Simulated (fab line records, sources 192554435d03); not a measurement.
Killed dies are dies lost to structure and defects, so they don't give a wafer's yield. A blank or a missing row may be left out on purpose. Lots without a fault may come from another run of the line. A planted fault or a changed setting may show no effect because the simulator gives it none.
Which tool did it? | flow n5_finfet | 10 lots, 28 wafers sampled, at 4 steps of a route of 1938

WHAT THE GAUGES READ, wafer by wafer
The record holds no reading of a measuring or inspecting step that can be judged against a usual standard deviation.

WHICH TOOL RAN EACH LOT (tool, then ch and the chambers of the sampled wafers, then the start)
lot  | N5_BEOL_M11_DESCUM_16              | N5_BEOL_M11_STRIP_36               | N5_BEOL_M11_TRENCH_ETCH_37                    | N5_BEOL_M11_ETCH_41
L423 | rie_diel-04 ch 1,2, day 10 09:24   | rie_diel-04 ch 1,3, day 10 11:52   | rie_diel-04 ch 1,3, day 10 11:57 or earlier   | rie_diel-04 ch 1,3, day 10 11:57
L425 | rie_diel-06 ch 0,2, day 11 03:08   | rie_diel-02 ch 1, day 11 05:47     | rie_diel-02 ch 1, day 11 05:52 or earlier     | rie_diel-02 ch 1, day 11 05:52
L438 | rie_diel-06 ch 0,1, day 14 05:09   | rie_diel-04 ch 0,1, day 14 11:48   | rie_diel-04 ch 0,1, day 14 11:53 or earlier   | rie_diel-04 ch 0,1, day 14 11:53
L437 | rie_diel-04 ch 0,1,3, day 14 05:24 | rie_diel-04 ch 0,2,3, day 14 11:19 | rie_diel-04 ch 0,2,3, day 14 11:24 or earlier | rie_diel-04 ch 0,2,3, day 14 11:24
L436 | rie_diel-04 ch 0,1,3, day 14 05:44 | rie_diel-06 ch 2,3, day 14 11:32   | rie_diel-06 ch 2,3, day 14 11:38 or earlier   | rie_diel-06 ch 2,3, day 14 11:38
L433 | rie_diel-06 ch 1,3, day 14 05:46   | rie_diel-02 ch 0,2, day 14 11:04   | rie_diel-02 ch 0,2, day 14 11:09 or earlier   | rie_diel-02 ch 0,2, day 14 11:09
L441 | rie_diel-02 ch 0,2, day 15 11:53   | rie_diel-06 ch 0,2,3, day 15 13:09 | rie_diel-06 ch 0,2,3, day 15 13:14 or earlier | rie_diel-06 ch 0,2,3, day 15 13:14
L444 | rie_diel-04 ch 0,1,2, day 16 13:10 | rie_diel-06 ch 2,3, day 16 14:34   | rie_diel-06 ch 2,3, day 16 14:39 or earlier   | rie_diel-06 ch 2,3, day 16 14:39
L445 | rie_diel-06 ch 0,1,3, day 16 18:57 | rie_diel-06 ch 0,1,2, day 16 22:58 | rie_diel-06 ch 0,1,2, day 16 23:03 or earlier | rie_diel-06 ch 0,1,2, day 16 23:03
L446 | rie_diel-04 ch 1,2, day 16 20:29   | rie_diel-06 ch 1,2, day 16 22:31   | rie_diel-06 ch 1,2, day 16 22:35 or earlier   | rie_diel-06 ch 1,2, day 16 22:35
- N5_BEOL_M11_DESCUM_16: chemistry O2, time 7.9 s.
- N5_BEOL_M11_STRIP_36: strips in N2/H2.
- N5_BEOL_M11_TRENCH_ETCH_37: etches SiCOH lowk in C4F6/O2, target depth 148.83 nm, time 48 s.
- N5_BEOL_M11_ETCH_41: etches SiCN in CH3F/O2, target depth 42.6 nm, time 86 s.

WHAT THE TOOLS THEMSELVES READ (means of the sampled wafers that have a number; where no wafer has one, the mark that the record gives instead)
N5_BEOL_M11_DESCUM_16. Usual: drypump_motor_current_A 5.5 A, standard deviation 0.36; oes_product_au 0.79 a.u., standard deviation 0.086; rf_vpp_V 243.0 V, standard deviation 1.5; showerhead_plenum_p_Torr 2.10 Torr, standard deviation 0.071; throttle_valve_pct 20.51 %, standard deviation 0.21.
lot  | tool        | drypump_motor_current_A (A) | oes_product_au (a.u.) | rf_vpp_V (V) | showerhead_plenum_p_Torr (Torr) | throttle_valve_pct (%) | flag
L423 | rie_diel-04 | 5.5                         | 0.70                  | 243.0        | 2.02                            | 20.52                  |
L425 | rie_diel-06 | 5.8                         | 0.74                  | 243.7        | 2.13                            | 20.49                  |
L438 | rie_diel-06 | 5.5                         | 0.77                  | 243.6        | 2.07                            | 20.63                  |
L437 | rie_diel-04 | 5.3                         | 0.81                  | 242.6        | 2.09                            | 20.51                  |
L436 | rie_diel-04 | 5.4                         | 0.80                  | 242.6        | 2.09                            | 20.50                  |
L433 | rie_diel-06 | 5.3                         | 0.82                  | 243.3        | 2.11                            | 20.39                  |
L441 | rie_diel-02 | 5.1                         | 0.89                  | 242.0        | 2.05                            | 20.40                  |
L444 | rie_diel-04 | 5.4                         | 0.78                  | 241.9        | 2.03                            | 20.48                  |
L445 | rie_diel-06 | 5.4                         | 0.76                  | 243.4        | 2.12                            | 20.45                  |
L446 | rie_diel-04 | 5.2                         | 0.81                  | 241.9        | 2.02                            | 20.38                  |

N5_BEOL_M11_STRIP_36. Usual: drypump_motor_current_A 5.6 A, standard deviation 0.37; h2_flow_sccm 200.0 sccm, standard deviation 0.53; oes_product_au 0.79 a.u., standard deviation 0.083; rf_vpp_V 59.2 V, standard deviation 1.9; showerhead_plenum_p_Torr 2.54 Torr, standard deviation 0.095; throttle_valve_pct 23.75 %, standard deviation 0.29.
lot  | tool        | drypump_motor_current_A (A) | h2_flow_sccm (sccm) | oes_product_au (a.u.) | rf_vpp_V (V) | showerhead_plenum_p_Torr (Torr) | throttle_valve_pct (%) | flag
L423 | rie_diel-04 | 5.1                         | 199.8               | 0.68                  | 57.9         | 2.54                            | 23.78                  |
L425 | rie_diel-02 | 6.0                         | 200.6               | 0.70                  | 59.0         | 2.49                            | 23.66                  |
L438 | rie_diel-04 | 5.4                         | 199.8               | 0.83                  | 57.7         | 2.47                            | 23.69                  |
L437 | rie_diel-04 | 5.6                         | 200.0               | 0.73                  | 58.9         | 2.49                            | 23.59                  |
L436 | rie_diel-06 | 5.5                         | 200.4               | 0.79                  | 59.2         | 2.65                            | 23.63                  |
L433 | rie_diel-02 | 5.2                         | 199.6               | 0.89                  | 59.9         | 2.48                            | 23.63                  |
L441 | rie_diel-06 | 5.6                         | 199.5               | 0.76                  | 59.5         | 2.62                            | 23.82                  |
L444 | rie_diel-06 | 5.5                         | 199.6               | 0.78                  | 59.9         | 2.64                            | 23.63                  |
L445 | rie_diel-06 | 5.7                         | 199.6               | 0.74                  | 59.2         | 2.54                            | 23.95                  |
L446 | rie_diel-06 | 5.9                         | 199.8               | 0.75                  | 60.1         | 2.50                            | 23.83                  |

N5_BEOL_M11_TRENCH_ETCH_37. Usual: drypump_motor_current_A 5.6 A, standard deviation 0.36; mfc_ar_sccm 300.0 sccm, standard deviation 0.86; oes_product_au 0.79 a.u., standard deviation 0.083; rf_vpp_V 677 V, standard deviation 20; showerhead_plenum_p_Torr 2.85 Torr, standard deviation 0.087; throttle_valve_pct 20.96 %, standard deviation 0.18.
lot  | tool        | drypump_motor_current_A (A) | mfc_ar_sccm (sccm) | oes_product_au (a.u.) | rf_vpp_V (V) | showerhead_plenum_p_Torr (Torr) | throttle_valve_pct (%) | flag
L423 | rie_diel-04 | 5.1                         | 299.6              | 0.67                  | 685          | 2.84                            | 21.10                  |
L425 | rie_diel-02 | 6.0                         | 299.2              | 0.69                  | 712          | 2.80                            | 21.02                  |
L438 | rie_diel-04 | 5.4                         | 300.0              | 0.84                  | 692          | 2.78                            | 20.90                  |
L437 | rie_diel-04 | 5.6                         | 299.7              | 0.73                  | 666          | 2.81                            | 21.00                  |
L436 | rie_diel-06 | 5.5                         | 298.7              | 0.79                  | 694          | 2.93                            | 20.75                  |
L433 | rie_diel-02 | 5.2                         | 300.1              | 0.91                  | 668          | 2.81                            | 20.92                  |
L441 | rie_diel-06 | 5.6                         | 299.6              | 0.75                  | 678          | 2.91                            | 20.89                  |
L444 | rie_diel-06 | 5.5                         | 299.5              | 0.77                  | 694          | 2.92                            | 20.79                  |
L445 | rie_diel-06 | 5.7                         | 299.5              | 0.74                  | 668          | 2.83                            | 21.07                  |
L446 | rie_diel-06 | 5.9                         | 299.6              | 0.75                  | 674          | 2.78                            | 20.97                  |

N5_BEOL_M11_ETCH_41. Usual: drypump_motor_current_A 5.5 A, standard deviation 0.36; mfc_ar_sccm 150.0 sccm, standard deviation 0.43; oes_product_au 0.79 a.u., standard deviation 0.083; rf_vpp_V 297.4 V, standard deviation 1.6; showerhead_plenum_p_Torr 2.00 Torr, standard deviation 0.063; throttle_valve_pct 16.35 %, standard deviation 0.18.
lot  | tool        | drypump_motor_current_A (A) | mfc_ar_sccm (sccm) | oes_product_au (a.u.) | rf_vpp_V (V) | showerhead_plenum_p_Torr (Torr) | throttle_valve_pct (%) | flag
L423 | rie_diel-04 | 5.1                         | 150.0              | 0.67                  | 297.7        | 2.00                            | 16.57                  |
L425 | rie_diel-02 | 6.0                         | 149.8              | 0.70                  | 296.9        | 1.97                            | 16.48                  |
L438 | rie_diel-04 | 5.4                         | 149.9              | 0.84                  | 296.6        | 1.95                            | 16.24                  |
L437 | rie_diel-04 | 5.6                         | 150.2              | 0.73                  | 296.2        | 1.97                            | 16.41                  |
L436 | rie_diel-06 | 5.5                         | 149.5              | 0.79                  | 299.0        | 2.06                            | 16.16                  |
L433 | rie_diel-02 | 5.3                         | 150.8              | 1.18                  | 296.2        | 1.97                            | 16.20                  | OFF
L441 | rie_diel-06 | 5.6                         | 150.1              | 0.75                  | 298.4        | 2.05                            | 16.30                  |
L444 | rie_diel-06 | 5.5                         | 150.1              | 0.78                  | 298.6        | 2.06                            | 16.19                  |
L445 | rie_diel-06 | 5.7                         | 150.2              | 0.75                  | 297.6        | 1.99                            | 16.48                  |
L446 | rie_diel-06 | 5.9                         | 149.6              | 0.75                  | 297.4        | 1.96                            | 16.42                  |

THE ANSWER, worked out from the rows above alone
Rule: a lot is off if the mean of its wafers that have a number lies more than 3 standard deviations from the usual mean. A lot without any number at a reading at which 4 lots or more have one is off too. The other lots that the step has rows for count as sound. The gauges are gone through in route order, then the tools' own readings, and for those a lot's mean is taken as printed above. The first step at which some lot is off is used, and at that step the reading that is off furthest; a lot without a number counts as furthest.
Off: L433, at N5_BEOL_M11_ETCH_41 (oes_product_au).
A tool fits if, at that step or a process step before it, it ran every lot that is off, and no sound lot after the first of them. N5_BEOL_M11_TRENCH_ETCH_37 gives no start for some lots, so the hours and the order of its lots are those of N5_BEOL_M11_ETCH_41. One fits: rie_diel-02 at N5_BEOL_M11_STRIP_36 and N5_BEOL_M11_TRENCH_ETCH_37 and N5_BEOL_M11_ETCH_41. At N5_BEOL_M11_STRIP_36 its last sound lot is L425 (day 11 05:47), its first lot that is off L433 (day 14 11:04): a fault that began between those two fits.

WHAT THE SIMULATOR HAD PUT IN
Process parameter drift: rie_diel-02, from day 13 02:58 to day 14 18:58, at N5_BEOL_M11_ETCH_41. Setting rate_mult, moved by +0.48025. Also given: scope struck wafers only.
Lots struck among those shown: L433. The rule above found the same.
